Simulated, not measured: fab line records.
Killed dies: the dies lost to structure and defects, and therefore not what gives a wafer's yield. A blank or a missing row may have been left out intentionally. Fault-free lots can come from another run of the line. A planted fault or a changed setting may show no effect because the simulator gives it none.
Chamber matching    flow nandHarc    NHARC_A_BLC_STRIP_29 on rieDiel-07: 4 sister chambers
The step strips in CF4. 8 wafers are shown with their chamber, then 9 later ones without.

WAFERS PAIRED WITH THEIR CHAMBERS
wafer   chamber  throttleValvePct (%)  oesProductAu (a.u.)
L083.5  0        13.274                0.996
L083.6  1        13.293                0.997
L088.1  1        13.285                1.003
L087.2  2        13.288                0.998
L087.3  0        13.271                0.990
L086.3  2        13.280                0.989
L086.4  3        13.291                0.990
L086.5  3        13.293                1.004

WAFERS MISSING THEIR CHAMBER
wafer   throttleValvePct (%)  oesProductAu (a.u.)
L094.1  13.272                1.003
L094.4  13.292                0.983
L094.6  13.276                0.995
L093.1  13.281                0.982
L093.5  13.301                0.990
L093.6  13.303                0.984
L095.2  13.304                0.995
L095.3  13.290                1.011
L095.6  13.286                1.014

WHICH CHAMBER EACH WENT THROUGH
wafer   from the rows above                in truth
L094.1  can't be placed: 0 or 2            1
L094.4  can't be placed: 3 or 2 or 1       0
L094.6  can't be placed: 0 or 2            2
L093.1  can't be placed: 2 or 0 or 1 or 3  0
L093.5  can't be placed: 3 or 1 or 2       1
L093.6  can't be placed: 3 or 1 or 2       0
L095.2  can't be placed: 3 or 1 or 2       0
L095.3  can't be placed: 1 or 3 or 2       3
L095.6  can't be placed: 1 or 3 or 2       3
Correctly placed: 0 of 9. Unplaceable from these rows: 9, with the true chamber sitting among the candidates in 5. Number placed wrongly: 0.
How it was worked out, from the rows above alone: a wafer's distance from a chamber is the root of the sum, over the readings, of the square of ((its reading less the chamber's mean) divided by the reading's scatter). The wafer belongs to the nearest chamber; if the next one is less than 2 further off, it can't be placed. The mean given for a chamber averages the wafers shown for that chamber. The scatter: take each reading less its chamber's mean, square it, sum over the shown wafers, divide by the number of wafers less the number of chambers, and take the root.
